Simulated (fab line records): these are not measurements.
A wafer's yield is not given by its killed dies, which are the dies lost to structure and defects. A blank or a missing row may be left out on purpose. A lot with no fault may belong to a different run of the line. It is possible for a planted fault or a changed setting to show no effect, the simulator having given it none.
Split-lot trial | flow n5 finfet | route with 1938 steps; 7 lots, 21 wafers read

== THE SPLIT ==
At N5_BEOL_M5_EXPOSE_25 (exposes mask V4, defocus 10 nm), the setting dose mj was moved away from the recipe's 52.75 on 8 of the 21 wafers read, by -5.7% to +6.7%. For the rest of the wafers, this setting stayed at what the recipe calls for.

== FROM THE SPLIT TO THE READING: what the file shows between them, 2 steps ==
- N5_BEOL_M5_PEB_26: peb time 60 s
- N5_BEOL_M5_DEVELOP_27: develop time 30 s

== THE READING ==
cd nm, in nm, at N5_BEOL_M5_CD_MEAS_28 (target cd 30.6 nm, target cd y 20 nm). Fault-free wafers of this fab line usually give 30.50 nm, standard deviation 0.27 nm.

wafer  | tool, chamber at the split | dose mj as run | against the recipe | cd nm, nm | against lot-mates on the recipe
L079.1 | euv scanner-02, 0          | 55.34          | +4.9%              | 31.24     | +1.04
L079.4 | euv scanner-02, 0          | 52.75          | recipe             | 30.08     | -
L079.6 | euv scanner-02, 0          | 52.75          | recipe             | 30.33     | -
L084.2 | euv scanner-02, 0          | 52.75          | recipe             | 30.26     | -
L084.3 | euv scanner-02, 0          | 56.28          | +6.7%              | 31.72     | +1.46
L084.4 | euv scanner-02, 0          | 56.28          | +6.7%              | 32.03     | +1.77
L086.1 | euv scanner-02, 0          | 50.47          | -4.3%              | 29.70     | -1.11
L086.3 | euv scanner-02, 0          | 50.47          | -4.3%              | 29.49     | -1.32
L086.4 | euv scanner-02, 0          | 52.75          | recipe             | 30.81     | -
L088.2 | euv scanner-01, 0          | 52.75          | recipe             | 30.70     | -
L088.4 | euv scanner-01, 0          | 54.35          | +3.0%              | 30.93     | +0.23
L088.6 | euv scanner-01, 0          | 54.35          | +3.0%              | 31.12     | +0.42
L095.1 | euv scanner-01, 0          | 52.75          | recipe             | 30.64     | -
L095.3 | euv scanner-01, 0          | 52.75          | recipe             | 30.75     | -
L095.6 | euv scanner-01, 0          | 52.75          | recipe             | 30.53     | -
L096.3 | euv scanner-01, 0          | 52.75          | recipe             | 30.71     | -
L096.5 | euv scanner-01, 0          | 49.76          | -5.7%              | 29.17     | -1.45
L096.6 | euv scanner-01, 0          | 52.75          | recipe             | 30.53     | -
L097.2 | euv scanner-02, 0          | 52.75          | recipe             | 30.45     | -
L097.5 | euv scanner-02, 0          | 52.75          | recipe             | 30.20     | -
L097.6 | euv scanner-02, 0          | 52.75          | recipe             | 30.28     | -

THE FIT
A straight line over all 21 wafers: cd nm changes by +0.203 nm for each +1% of dose mj; r = +0.95; the points scatter about the line by 0.21 nm.
The same after taking each lot's own level away (the mean of its wafers on the recipe; 21 wafers): +0.238 nm for each +1%; r = +0.98; scatter 0.17 nm.
According to that fit, moving dose mj by its largest amount changes the reading by 1.6 nm.
From 30.205 to 30.810 nm: that is the span of the lots' own levels, equal to 2.2 times the standard deviation above.
So the lot-to-lot level changes the slope: the two fits differ.
Check: +1.55 nm against its lot-mates is what the line predicts for one of the wafers moved furthest among these (+6.7%) when that wafer is left out of the fit. Against them it came out at +1.46 nm.

== THE WHOLE CHAIN: every reading that the file lists as answering this split, in the file's order ==
step                  | what it does                                                        | reading                                                        | change (the file's fit)               | r (the file's)
N5_BEOL_M5_CD_MEAS_28 | target cd 30.6 nm, target cd y 20 nm                                | cd nm                                                          | +0.235 nm for each +1% of the setting | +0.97
N5_BEOL_M5_ETCH_75    | etches underlayer in N2/H2, target depth 6.5 nm, time 5.2 s         | BEOL_M5.cd nm (the simulator's own value, which no gauge read) | +0.231 nm for each +1% of the setting | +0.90
N5_BEOL_M5_ETCH_68    | etches SOC in N2/H2, target depth 80 nm, overetch 16 nm, time 120 s | BEOL_M5.cd nm (the simulator's own value, which no gauge read) | +0.246 nm for each +1% of the setting | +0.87

== FILE'S OWN FIT ==
cd nm changes by +0.235 nm for each +1% of dose mj, r = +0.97.
